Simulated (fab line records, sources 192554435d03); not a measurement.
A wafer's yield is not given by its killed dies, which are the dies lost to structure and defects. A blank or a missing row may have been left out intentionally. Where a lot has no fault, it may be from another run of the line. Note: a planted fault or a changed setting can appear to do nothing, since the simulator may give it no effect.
Which tool is to blame? ; flow n5-finfet ; 11 lots with 33 wafers sampled at 4 steps, on a route of 1938 steps

## WHAT THE GAUGES SHOWED, per wafer
N5_BEOL_M4_RC_MEAS_101. Usual: DIBL_N 36.3 mV/V, standard deviation 1.6; DIBL_P 36.4 mV/V, standard deviation 2.1; IOFF_N 0.16 nA/um, standard deviation 0.032; IOFF_P 0.22 nA/um, standard deviation 0.044; ION_N 675 uA/um, standard deviation 12; ION_P 463 uA/um, standard deviation 8.3; SS_N 71.6 mV/dec, standard deviation 0.64; SS_P 73.3 mV/dec, standard deviation 0.67; VT_N 250 mV, standard deviation 3.3; VT_P -250 mV, standard deviation 3.7.
lot;measured;on;DIBL_N (mV/V);DIBL_P (mV/V);IOFF_N (nA/um);IOFF_P (nA/um);ION_N (uA/um);ION_P (uA/um);SS_N (mV/dec);SS_P (mV/dec);VT_N (mV);VT_P (mV);flag
L587;day 10 02:59;prober-01;36.7 36.5 37.5;36.5 36.4 37.5;0.17 0.16 0.18;0.22 0.20 0.22;675 664 682;470 455 469;71.0 71.4 72.1;73.9 72.9 74.1;248 251 248;-249 -251 -248;
L586;day 10 10:26;prober-02;38.8 35.0 36.4;38.2 33.1 35.1;0.18 0.12 0.15;0.23 0.16 0.20;684 666 686;466 455 464;71.7 70.6 71.9;73.9 73.1 73.5;252 256 251;-247 -255 -251;
L584;day 10 11:23;prober-01;33.7 33.8 35.0;33.5 33.5 35.4;0.13 0.12 0.15;0.19 0.19 0.22;671 659 664;471 464 463;71.2 71.0 71.5;72.6 73.0 72.8;252 254 250;-249 -249 -251;
L602;day 14 05:22;prober-02;34.3 34.8 33.7;32.5 33.8 31.3;0.10 0.12 0.09;0.13 0.14 0.12;642 676 651;435 460 442;70.7 71.0 70.2;72.8 73.8 71.9;257 253 258;-258 -256 -259;
L603;day 14 09:46;prober-01;34.4 35.5 38.4;34.3 36.6 40.4;0.15 0.17 0.24;0.21 0.25 0.32;678 699 690;465 479 468;71.0 72.3 72.9;72.0 73.0 74.0;246 247 243;-247 -246 -243;
L601;day 14 11:29;prober-02;34.9 37.0 37.3;35.0 37.8 37.6;0.14 0.18 0.18;0.19 0.24 0.23;666 681 685;465 469 467;71.3 71.4 71.3;72.3 73.3 73.4;251 246 244;-251 -247 -249;
L604;day 15 14:51;prober-02;35.6 34.9 36.8;35.1 34.2 35.7;0.12 0.12 0.14;0.18 0.17 0.19;648 672 667;450 464 461;71.4 70.7 70.9;73.4 73.2 72.4;255 254 252;-253 -251 -253;
L606;day 16 21:25;prober-01;35.7 37.1 35.8;34.9 36.6 35.0;0.15 0.17 0.15;0.21 0.23 0.21;665 670 680;459 462 463;71.9 72.6 72.4;72.9 73.0 72.9;250 248 253;-250 -248 -251;

## EACH LOT AND THE TOOL THAT RAN IT (in order: tool; ch and the chambers of the sampled wafers; start)
lot;N5_BEOL_M4_SURFACE_TREAT_85;N5_BEOL_M4_SPUTTER_88;N5_BEOL_M4_DEP_57
L587;pvd-sputter-02, day 9 23:38;pvd-sputter-01, day 10 00:58;pecvd-01 ch 0,1, day 10 02:50
L586;pvd-sputter-03, day 10 05:39;pvd-sputter-02, day 10 08:02;pecvd-02 ch 0,2, day 10 10:00
L584;pvd-sputter-03, day 10 08:16;pvd-sputter-03, day 10 09:22;pecvd-01 ch 0,1, day 10 11:16
L592;pvd-sputter-03, day 11 12:31;pvd-sputter-01, day 11 14:34;pecvd-01 ch 0,1,2, day 11 16:53
L595;pvd-sputter-01, day 12 12:08;pvd-sputter-01, day 12 13:25;pecvd-03 ch 0,2, day 12 15:17
L593;pvd-sputter-02, day 12 15:22;pvd-sputter-02, day 12 18:10;pecvd-01 ch 0,2, day 12 20:11
L602;pvd-sputter-01, day 14 01:45;pvd-sputter-01, day 14 03:04;pecvd-01 ch 0,1, day 14 04:56
L603;pvd-sputter-03, day 14 06:32;pvd-sputter-03, day 14 07:38;pecvd-03 ch 0,1,2, day 14 09:29
L601;pvd-sputter-01, day 14 06:49;pvd-sputter-03, day 14 09:28;pecvd-01 ch 1,2, day 14 11:20
L604;pvd-sputter-01, day 15 11:28;pvd-sputter-01, day 15 12:52;pecvd-01 ch 0,1,2, day 15 14:44
L606;pvd-sputter-02, day 16 18:00;pvd-sputter-02, day 16 19:07;pecvd-01 ch 0,1,2, day 16 20:59
- N5_BEOL_M4_SURFACE_TREAT_85
- N5_BEOL_M4_SPUTTER_88: material Cu, target thk 4.5 nm, time 8.29 s.
- N5_BEOL_M4_DEP_57: deposits SiCN from 3MS/NH3, target thk 8 nm, time 14 s.

## WHAT THE TOOLS THEMSELVES READ (means of the sampled wafers that have a number; where no wafer has one, the mark that the record gives instead)
N5_BEOL_M4_SPUTTER_88. Usual: chamber-pressure-pa 0.07002 Pa, standard deviation 0.00015; chuck-gas-flow-sccm 1.26 sccm, standard deviation 0.054; throttle-valve-pct 29.7 %, standard deviation 0.92.
lot;tool;chamber-pressure-pa (Pa);chuck-gas-flow-sccm (sccm);throttle-valve-pct (%);flag
L587;pvd-sputter-01;0.07013;1.27;29.1;
L586;pvd-sputter-02;0.06997;1.25;29.7;
L584;pvd-sputter-03;0.07007;1.23;30.5;
L592;pvd-sputter-01;0.06995;1.28;29.0;
L595;pvd-sputter-01;0.07003;1.31;29.5;
L593;pvd-sputter-02;0.07007;1.32;29.1;
L602;pvd-sputter-01;0.06990;1.28;29.5;
L603;pvd-sputter-03;0.06998;1.29;30.1;
L601;pvd-sputter-03;0.07015;1.30;30.2;
L604;pvd-sputter-01;0.07003;1.26;29.1;
L606;pvd-sputter-02;0.06996;1.22;29.4;

N5_BEOL_M4_DEP_57. Usual: chamber-pressure-Torr 3.000 Torr, standard deviation 0.0065; rf-fwd-power-W 199.4 W, standard deviation 1.1; showerhead-plenum-p-Torr 3.657 Torr, standard deviation 0.017; throttle-valve-pct 9.0 %, standard deviation 0.5.
lot;tool;chamber-pressure-Torr (Torr);rf-fwd-power-W (W);showerhead-plenum-p-Torr (Torr);throttle-valve-pct (%);flag
L587;pecvd-01;2.999;200.2;3.645;8.8;
L586;pecvd-02;3.003;199.0;3.660;9.4;
L584;pecvd-01;3.002;199.1;3.657;9.1;
L592;pecvd-01;-;-;-;-;OFF
L595;pecvd-03;-;-;-;-;OFF
L593;pecvd-01;-;-;-;-;OFF
L602;pecvd-01;2.997;199.4;3.652;9.1;
L603;pecvd-03;3.007;199.8;3.660;8.9;
L601;pecvd-01;2.999;200.1;3.637;8.5;
L604;pecvd-01;3.002;199.3;3.654;9.0;
L606;pecvd-01;3.000;199.3;3.647;9.0;

## THE ANSWER, worked out from the rows above alone
Rule: a lot is off if the mean of its wafers that have a number lies more than 3 standard deviations from the usual mean. A lot without any number at a reading at which 4 lots or more have one is off too. The other lots that the step has rows for count as sound. After the gauges, taken in route order, come the tools' own readings; for these a lot's mean is taken, as printed above. At the first step where some lot is off, the reading lying furthest off is the one used; lots without a number count as furthest.
Off at N5_BEOL_M4_DEP_57 (chamber-pressure-Torr): L592, L595, L593. Without a number there: L592, L595, L593.
If a tool, at that step or one of the process steps before it, ran each lot that is off and ran no sound lot following the first of them, it fits. Not one of the candidates tried fits.

## WHAT WAS PUT IN BY THE SIMULATOR
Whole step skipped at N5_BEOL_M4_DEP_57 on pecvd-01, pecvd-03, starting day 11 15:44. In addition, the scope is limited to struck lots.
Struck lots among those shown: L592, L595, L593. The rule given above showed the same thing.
